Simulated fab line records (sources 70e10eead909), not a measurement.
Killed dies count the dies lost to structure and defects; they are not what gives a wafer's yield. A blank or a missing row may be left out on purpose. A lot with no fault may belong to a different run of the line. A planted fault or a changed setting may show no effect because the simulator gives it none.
fab line records	flow nandHarc
record lots=13	wafers=39	lastDay=24
route steps=1159 shown A_STAIRCASE@627 THIN_TSV@1121 END@1158
lots that met no fault: from a run of the same line without faults
startH: the number of hours between the record's first day and the start of the first shown wafer of the lot	waitH: how many hours have passed since the lot's step before this one	" same as the row above	L1.1+2: several wafers, shown together as one row	- no value, or no start was given	* or withheld: withheld	< > ~ a bound
route shown NAME@n: NAME is a module with steps in the file, n the number in the route of the first one	usual: mean/standard deviation of fault-free wafers	same: alike in all rows	chamber/n: place in a boat	sites: per-site readings	_std_site: the values' standard deviation	_edge_site: the outer-site mean with the inner-site mean subtracted	radiusMm: how far each site lies from the wafer's centre	mask NAME#n: copy n	behind: tool/chamber where the wafer was last shaped	hold: cause of the lot's hold/its duration in hours/its outcome	device: the n, p or np transistor that did not switch	end of line: the tests these same wafers got at the end of their route	a step with no rows: only its recipe	killed: not the wafer's yield, but the dies lost to structure and defects at the first sort	map: dies across one wafer; x = killed, . = not, _ = none there
set.NAME: the setting the step ran with; set.NAME@STEP: the setting that earlier step ran with	model.NAME: the simulator's own value behind a step, which no gauge read
one table for each step of the route and one row for each wafer, over a sample of lots
services: the hour from which a tool's chamber was out of use, counted from the record's first day as startH (under 0 if before that day), plus the number of hours and why
## steps
# step NHARC_A_STAIRCASE_TRIM_233
# recipe timeS=211.2	o2FlowSccm=500	arFlowSccm=0	biasW=0	chemistry=O2
# usual drypumpMotorCurrentA=5.8/0.64	oesProductAu=0.998/0.013	rfVppV=57.6/0.92	showerheadPlenumPTorr=3.53/0.19	throttleValvePct=17.037/0.0089
lot.wafer	tool	chamber	startH	waitH	drypumpMotorCurrentA	oesProductAu	rfHoursCounterH	rfVppV	showerheadPlenumPTorr	throttleValvePct
L123.1	rieDiel-11	2	239.60	-	6.1	1.009	16	56.9	3.32	17.032
L123.2	"	0	"	"	6.9	0.985	15	57.8	3.80	17.042
L123.3	"	1	"	"	5.5	0.971	16	57.8	3.33	17.029
L126.3	rieDiel-02	2	258.85	-	6.8	0.991	40	57.1	3.59	17.048
L126.4	"	0	"	"	4.9	0.984	39	58.4	3.79	17.053
L126.6	"	3	"	"	5.5	1.025	-	57.5	3.42	17.036
L125.3	rieDiel-03	3	259.47	-	5.5	0.996	12	56.9	3.32	17.036
L125.1	"	0	"	"	5.7	1.011	11	58.8	3.77	17.047
L125.6	"	2	"	"	5.5	1.012	-	57.8	3.77	17.027
L127.2	rieDiel-03	0	270.06	-	5.7	1.010	15	57.6	3.76	17.032
L127.3	"	3	"	"	5.6	1.002	16	56.6	3.32	17.038
L127.6	"	2	"	"	5.5	0.995	-	57.2	3.76	17.055
L128.4	rieDiel-02	1	270.51	-	6.6	1.008	42	57.5	3.67	17.027
L128.2	"	0	"	"	4.9	1.000	44	57.8	3.78	17.034
L128.6	"	1	"	"	6.6	1.003	-	57.9	3.67	17.039
L130.1	rieDiel-02	3	290.26	-	5.5	1.012	52	58.1	3.42	17.045
L130.4	"	1	"	"	6.6	1.007	50	59.4	3.67	17.034
L130.5	"	2	"	"	6.8	0.991	-	56.0	3.59	17.043
L129.4	rieDiel-11	3	290.28	-	5.4	0.972	32	55.8	3.35	17.022
L129.1	"	0	"	"	6.8	0.993	34	58.2	3.79	17.034
L129.6	"	3	"	"	5.3	0.976	-	56.3	3.35	17.039
L131.4	rieDiel-11	2	294.39	-	6.1	0.990	35	56.3	3.31	17.033
L131.1	"	0	"	"	6.9	0.984	35	57.5	3.79	17.039
L131.5	"	3	"	"	5.3	0.975	-	56.9	3.35	17.026
L133.1	rieDiel-11	3	295.88	-	5.4	0.977	34	58.5	3.35	17.035
L133.3	"	2	"	"	6.1	1.014	36	58.3	3.31	17.041
L133.6	"	0	"	"	6.8	0.996	-	58.0	3.79	17.029
L137.1	rieDiel-11	3	330.10	-	5.4	0.990	45	55.9	3.34	17.040
L137.2	"	1	"	"	5.5	0.981	48	56.7	3.31	17.031
L137.5	"	1	"	"	5.5	0.967	-	56.0	3.31	17.043
L139.1	rieDiel-11	3	341.54	-	5.3	0.988	51	57.4	3.34	17.035
L139.2	"	2	"	"	6.1	0.991	50	58.4	3.31	17.029
L139.5	"	0	"	"	6.8	0.999	-	58.5	3.78	17.023
L142.2	rieDiel-11	1	352.89	-	5.5	0.989	58	57.5	3.31	17.033
L142.5	"	2	"	"	6.1	1.006	-	57.1	3.30	17.044
L142.6	"	3	"	"	5.3	0.980	-	58.1	3.34	17.028
L145.4	rieDiel-02	2	372.65	-	6.8	1.016	12	58.4	3.57	17.036
L145.6	"	2	"	"	6.8	1.024	-	56.3	3.57	17.042
L145.5	"	3	"	"	5.5	1.000	-	56.7	3.40	17.030
# step NHARC_THIN_TSV_CD_MEAS_16
# usual cdNm=999.1/2.2
lot.wafer	tool	chamber	startH	waitH	cdNm
L123.1	cdSem-02	-	419.75	0.1	996.1
L123.2	"	-	"	"	996.2
L123.3	"	-	"	"	997.2
L126.3	cdSem-01	-	435.87	0.1	996.8
L126.4	"	-	"	"	999.3
L126.6	"	-	"	"	997.6
L125.1	cdSem-01	-	436.94	0.1	999.8
L125.3	"	-	"	"	996.2
L125.6	"	-	"	"	995.0
L128.2	cdSem-02	-	455.88	0.1	999.3
L128.4	"	-	"	"	995.9
L128.6	"	-	"	"	997.3
L127.2	cdSem-01	-	456.92	0.1	997.3
L127.3	"	-	"	"	998.8
L127.6	"	-	"	"	1000.5
L129.1	cdSem-01	-	467.00	0.1	997.0
L129.4	"	-	"	"	1000.9
L129.6	"	-	"	"	1001.4
L130.1	cdSem-03	-	476.17	0.1	1002.5
L130.4	"	-	"	"	1002.0
L130.5	"	-	"	"	995.8
L133.1	cdSem-03	-	483.26	0.1	993.9
L133.3	"	-	"	"	999.4
L133.6	"	-	"	"	998.8
L131.1	cdSem-03	-	486.37	0.1	999.8
L131.4	"	-	"	"	1000.5
L131.5	"	-	"	"	1001.1
L137.1	cdSem-02	-	500.50	0.1	1004.5
L137.2	"	-	"	"	1001.4
L137.5	"	-	"	"	998.0
L139.1	cdSem-02	-	521.16	0.1	996.9
L139.2	"	-	"	"	998.9
L139.5	"	-	"	"	996.0
L142.2	cdSem-01	-	530.39	0.1	997.9
L142.5	"	-	"	"	996.5
L142.6	"	-	"	"	999.2
L145.4	cdSem-02	-	550.01	0.1	1001.8
L145.5	"	-	"	"	1002.2
L145.6	"	-	"	"	997.1
# step NHARC_END_WLT_00
# usual VT_DECK1_BOTTOM=0.875/0.0095	VT_DECK1_BOTTOM_INNER=0.876/0.0085	VT_DECK1_MEDIAN_NEAR_BOTTOM=0.876/0.0086	VT_DECK1_MEDIAN_NEAR_BOTTOM_INNER=0.877/0.0092	VT_DECK1_MIDDLE=0.889/0.0081	VT_DECK1_MIDDLE_INNER=0.888/0.0071	VT_DECK1_TOP=0.899/0.0072	VT_DECK1_TOP_INNER=0.899/0.0068
lot.wafer	tool	chamber	startH	waitH	VT_DECK1_BOTTOM	VT_DECK1_BOTTOM_INNER	VT_DECK1_MEDIAN_NEAR_BOTTOM	VT_DECK1_MEDIAN_NEAR_BOTTOM_INNER	VT_DECK1_MIDDLE	VT_DECK1_MIDDLE_INNER	VT_DECK1_TOP	VT_DECK1_TOP_INNER
L123.1	prober-02	-	430.64	0.1	0.898	0.893	0.890	0.894	0.896	0.890	0.901	0.905
L123.2	"	-	"	"	0.882	0.880	0.881	0.887	0.890	0.893	0.902	0.899
L123.3	"	-	"	"	0.882	0.881	0.884	0.882	0.888	0.899	0.896	0.903
L125.1	prober-01	-	454.36	7.8	0.859	0.869	0.866	0.875	0.881	0.877	0.893	0.896
L125.3	"	-	455.36	8.8	0.870	0.879	0.865	0.870	0.887	0.880	0.888	0.890
L125.6	"	-	456.86	10.3	0.873	0.864	0.868	0.874	0.882	0.878	0.888	0.894
L126.3	prober-02	-	455.38	8.8	0.865	0.872	0.869	0.870	0.887	0.876	0.895	0.893
L126.4	"	-	"	"	0.858	0.866	0.867	0.865	0.879	0.879	0.894	0.894
L126.6	"	-	456.89	10.3	0.856	0.872	0.866	0.865	0.873	0.890	0.893	0.888
L127.2	prober-01	-	468.59	0.5	0.889	0.892	0.887	0.887	0.897	0.898	0.910	0.909
L127.3	"	-	"	"	0.886	0.888	0.886	0.890	0.905	0.899	0.906	0.912
L127.6	"	-	470.61	2.6	0.886	0.888	0.880	0.887	0.899	0.899	0.907	0.900
L128.2	prober-02	-	468.60	0.6	0.869	0.874	0.870	0.870	0.880	0.887	0.899	0.902
L128.4	"	-	"	"	0.877	0.877	0.877	0.875	0.897	0.880	0.894	0.901
L128.6	"	-	"	"	0.865	0.866	0.865	0.866	0.889	0.889	0.899	0.902
L129.1	prober-02	-	479.43	0.1	0.876	0.878	0.883	0.891	0.889	0.885	0.893	0.892
L129.4	"	-	480.89	1.5	0.876	0.877	0.879	0.876	0.879	0.884	0.899	0.904
L129.6	"	-	"	"	0.881	0.880	0.879	0.868	0.893	0.882	0.900	0.891
L130.1	prober-01	-	486.82	0.0	0.870	0.881	0.878	0.866	0.893	0.888	0.893	0.895
L130.4	"	-	488.37	1.6	0.870	0.865	0.865	0.875	0.881	0.888	0.894	0.904
L130.5	"	-	"	"	0.872	0.881	0.878	0.870	0.887	0.882	0.904	0.902
L133.1	prober-01	-	494.70	0.2	0.871	0.870	0.873	0.875	0.885	0.884	0.897	0.907
L133.3	"	-	"	"	0.870	0.868	0.879	0.872	0.893	0.893	0.893	0.901
L133.6	"	-	497.18	2.7	0.874	0.880	0.871	0.865	0.892	0.889	0.906	0.899
L131.1	prober-02	-	502.31	4.9	0.880	0.877	0.876	0.879	0.887	0.889	0.892	0.889
L131.4	"	-	503.81	6.3	0.881	0.878	0.883	0.878	0.887	0.877	0.892	0.893
L131.5	"	-	"	"	0.874	0.877	0.880	0.888	0.883	0.888	0.897	0.892
L137.1	prober-02	-	510.09	0.0	0.868	0.857	0.868	0.874	0.892	0.891	0.895	0.902
L137.2	"	-	"	"	0.882	0.897	0.884	0.889	0.894	0.892	0.901	0.902
L137.5	"	-	512.09	2.0	0.868	0.863	0.876	0.866	0.884	0.889	0.910	0.897
L139.1	prober-02	-	533.40	0.5	0.877	0.878	0.870	0.873	0.886	0.892	0.901	0.899
L139.2	"	-	"	"	0.875	0.879	0.877	0.884	0.895	0.882	0.908	0.897
L139.5	"	-	535.41	2.5	0.861	0.863	0.869	0.871	0.887	0.887	0.890	0.902
L142.2	prober-01	-	546.68	5.0	0.880	0.886	0.880	0.893	0.894	0.895	0.905	0.909
L142.5	"	-	548.18	6.5	0.884	0.878	0.871	0.890	0.907	0.901	0.902	0.902
L142.6	"	-	"	"	0.878	0.871	0.884	0.890	0.898	0.894	0.908	0.914
L145.4	prober-02	-	562.03	1.5	0.869	0.874	0.878	0.865	0.880	0.875	0.884	0.890
L145.5	"	-	"	"	0.872	0.873	0.867	0.865	0.874	0.884	0.891	0.889
L145.6	"	-	"	"	0.879	0.872	0.870	0.887	0.882	0.889	0.890	0.883
# step NHARC_END_SORT_01
# recipe tempC=25
# usual killedAtArray=26/8.4	killedAtOther=0.7/0.97	killedAtPeriphery=3.2/2.2	killedDies=30/8.5	killedOpen=3.4/2	killedShort=2/1.3
# same grossDies=677
lot.wafer	tool	chamber	startH	waitH	killedAtArray	killedAtOther	killedAtPeriphery	killedDies	killedOpen	killedShort
L130.1	prober-01	0	489.91	2.6	28	1	2	31	2	5
L130.4	prober-01	0	492.31	3.4	25	0	8	33	8	2
L130.5	prober-01	0	493.10	3.7	20	0	3	23	3	4
L133.1	prober-01	0	497.68	2.5	23	1	2	26	1	1
L133.3	prober-01	0	499.26	3.1	15	0	7	22	3	2
L133.6	prober-01	0	501.63	4.0	14	0	5	19	3	1
L137.1	prober-02	0	513.09	2.5	125	1	5	131	5	1
L137.2	prober-02	0	513.88	2.8	89	3	3	95	1	0
L137.5	prober-02	0	516.24	3.6	98	2	0	100	1	0
L139.1	prober-02	0	536.42	2.5	140	1	3	144	1	2
L139.2	prober-02	0	537.21	2.8	70	2	3	75	3	0
L139.5	prober-02	0	539.60	3.7	131	0	1	132	3	2
L142.2	prober-01	0	549.98	2.8	87	0	1	88	5	1
L142.5	prober-01	0	552.39	3.7	71	1	2	74	3	1
L142.6	prober-01	0	553.19	4.0	128	1	0	129	4	1
# killed by level:class
L130.1 A_SLIT:chamberFilmFlake=14 A_CHANNEL_HOLE_D1:chamberFilmFlake=6 A_CHANNEL_FILL_D1:geometricParticle:short=2 A_WL_FILL:geometricParticle:short=2 A_STAIRCASE:chamberFilmFlake=2 P_M0:geometricParticle:open=1 A_SLIT:geometricParticle:short=1 A_CONTACT:geometricParticle:open=1
L130.4 A_SLIT:chamberFilmFlake=14 P_M0:geometricParticle:open=3 A_CONTACT:geometricParticle:open=3 P_STI:chamberFilmFlake=3 P_M1:geometricParticle:short=2 A_STAIRCASE:chamberFilmFlake=2 A_ONON_D1:geometricParticle:open=1 A_CHANNEL_FILL_D1:geometricParticle:open=1
L130.5 A_SLIT:chamberFilmFlake=5 A_CHANNEL_HOLE_D1:chamberFilmFlake=3 A_WL_FILL:chamberFilmFlake=3 A_SGD_CUT:geometricParticle:short=2 P_STI:chamberFilmFlake=2 A_CONTACT:chamberFilmFlake=2 P_M0:geometricParticle:open=1 A_ONON_D1:geometricParticle:short=1
L133.1 A_SLIT:chamberFilmFlake=17 A_CHANNEL_HOLE_D1:chamberFilmFlake=3 P_ZERO_WELL:chamberFilmFlake=1 A_BLC:geometricParticle:open=1 P_GATE:chamberFilmFlake=1 STARTING-WAFER:geometricParticle:short=1 A_STAIRCASE:chamberFilmFlake=1 A_WL_FILL:chamberFilmFlake=1
L133.3 P_GATE:chamberFilmFlake=4 A_CHANNEL_HOLE_D1:chamberFilmFlake=4 A_SLIT:chamberFilmFlake=4 P_M0:geometricParticle:open=2 A_CONTACT:chamberFilmFlake=2 A_ONON_D1:geometricParticle:open=1 A_CONTACT:geometricParticle:short=1 A_M0:geometricParticle:short=1
L133.6 A_SLIT:chamberFilmFlake=5 P_GATE:chamberFilmFlake=2 A_CHANNEL_HOLE_D1:chamberFilmFlake=2 P_M0:geometricParticle:open=1 A_SGD_CUT:geometricParticle:short=1 A_WL_FILL:geometricParticle:open=1 A_BLC:geometricParticle:open=1 P_STI:chamberFilmFlake=1
L137.1 A_STAIRCASE:unspecified=96 A_CHANNEL_HOLE_D1:chamberFilmFlake=15 P_BONDPAD:chamberFilmFlake=5 A_STAIRCASE:chamberFilmFlake=4 A_M1:chamberFilmFlake=2 A_WL_FILL:chamberFilmFlake=2 A_SOURCE_PLATE:geometricParticle:open=1 A_STAIRCASE:geometricParticle:open=1
L137.2 A_STAIRCASE:unspecified=59 A_CHANNEL_HOLE_D1:chamberFilmFlake=15 A_STAIRCASE:chamberFilmFlake=7 A_M1:chamberFilmFlake=3 THIN_TSV:chamberFilmFlake=3 P_BONDPAD:chamberFilmFlake=2 A_CHANNEL_FILL_D1:chamberFilmFlake=2 A_CONTACT:chamberFilmFlake=2
L137.5 A_STAIRCASE:unspecified=58 A_CHANNEL_HOLE_D1:chamberFilmFlake=23 A_STAIRCASE:chamberFilmFlake=7 A_CONTACT:chamberFilmFlake=3 A_M1:chamberFilmFlake=3 THIN_TSV:chamberFilmFlake=2 A_WL_FILL:chamberFilmFlake=2 A_CHANNEL_FILL_D1:geometricParticle:open=1
L139.1 A_STAIRCASE:unspecified=97 A_SLIT:chamberFilmFlake=19 A_STAIRCASE:chamberFilmFlake=11 A_CHANNEL_HOLE_D1:chamberFilmFlake=5 A_CHANNEL_FILL_D1:geometricParticle:short=2 A_CONTACT:chamberFilmFlake=2 P_GATE:geometricParticle:open=1 P_ZERO_WELL:chamberFilmFlake=1
L139.2 A_STAIRCASE:unspecified=41 A_SLIT:chamberFilmFlake=11 A_STAIRCASE:chamberFilmFlake=10 A_CHANNEL_HOLE_D1:chamberFilmFlake=4 A_CHANNEL_HOLE_D1:geometricParticle:open=1 A_BLC:geometricParticle:open=1 A_M0:geometricParticle:open=1 P_ZERO_WELL:chamberFilmFlake=1
L139.5 A_STAIRCASE:unspecified=94 A_SLIT:chamberFilmFlake=20 A_STAIRCASE:chamberFilmFlake=6 A_CHANNEL_HOLE_D1:chamberFilmFlake=4 A_CONTACT:chamberFilmFlake=2 P_STI:geometricParticle:short=1 A_CHANNEL_FILL_D1:geometricParticle:open=1 A_SGD_CUT:geometricParticle:open=1
L142.2 A_STAIRCASE:unspecified=56 A_CHANNEL_HOLE_D1:chamberFilmFlake=10 A_SLIT:chamberFilmFlake=7 A_CONTACT:chamberFilmFlake=6 A_CONTACT:geometricParticle:open=3 A_M0:chamberFilmFlake=2 P_M2:geometricParticle:open=1 A_SOURCE_PLATE:geometricParticle:open=1
L142.5 A_STAIRCASE:unspecified=44 A_SLIT:chamberFilmFlake=8 A_CHANNEL_HOLE_D1:chamberFilmFlake=6 A_M0:chamberFilmFlake=4 A_CONTACT:chamberFilmFlake=4 P_GATE:chamberFilmFlake=2 A_WL_FILL:geometricParticle:short=1 A_WL_FILL:geometricParticle:open=1
L142.6 A_STAIRCASE:unspecified=94 A_SLIT:chamberFilmFlake=14 A_CHANNEL_HOLE_D1:chamberFilmFlake=9 A_CONTACT:chamberFilmFlake=3 A_CONTACT:geometricParticle:open=2 A_M0:chamberFilmFlake=2 A_CHANNEL_HOLE_D1:geometricParticle:open=1 A_WL_FILL:geometricParticle:short=1
## services
tool	chamber	startH	hours	kind
rieDiel-11	0	224.68	-	clean
rieDiel-11	1	224.68	-	clean
rieDiel-11	2	224.68	-	clean
rieDiel-11	3	224.68	-	clean
rieDiel-02	3	238.15	6.9	repair
rieDiel-11	0	249.44	-	clean
rieDiel-11	1	249.44	-	clean
rieDiel-11	2	249.44	-	clean
rieDiel-11	3	249.44	-	clean
rieDiel-11	0	273.97	-	clean
rieDiel-11	1	273.97	-	clean
rieDiel-11	2	273.97	-	clean
rieDiel-11	3	273.97	-	clean
rieDiel-11	0	298.63	-	clean
rieDiel-11	1	298.63	-	clean
rieDiel-11	2	298.63	-	clean
rieDiel-11	3	298.63	-	clean
rieDiel-11	0	306.26	16.5	repair
rieDiel-11	1	308.35	5.1	repair
rieDiel-03	2	312.97	20.5	repair
rieDiel-11	0	323.39	-	clean
rieDiel-02	-	327.80	9.0	pm
rieDiel-11	2	329.28	7.2	repair
rieDiel-11	-	368.22	9.0	pm
## key
firstSign step=NHARC_END_SORT_01	reading=killedAtArray	direction=up	sigmas=9.2	usual=26	struck=104
effect step=NHARC_END_SORT_01	reading=killedDies	direction=up	sigmas=9.1	usual=30	struck=108
moreKillsBornAt NHARC_A_STAIRCASE_TRIM_233@rieDiel-11=633
metAt NHARC_A_STAIRCASE_TRIM_233
struckLots L137,L139,L142
testerLeftOut L137,L139,L142
notActingAt NHARC_THIN_TSV_CD_MEAS_16,NHARC_END_WLT_00
onsetBetween 295.88 330.10
fault kind=chamberParticleSource	tool=rieDiel-11	chamber=-	onsetH=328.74	steps=NHARC_A_STAIRCASE_TRIM_233	ratePerVisitCm2=1.2419	endH=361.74
# testerLeftOut: of these lots the tester's yield and bins aren't shown, on N5 and GAA mostly nor the transistor test; their killed dies are dies lost to structure and defects alone, not to doping, threshold or leakage, so they don't give the yield
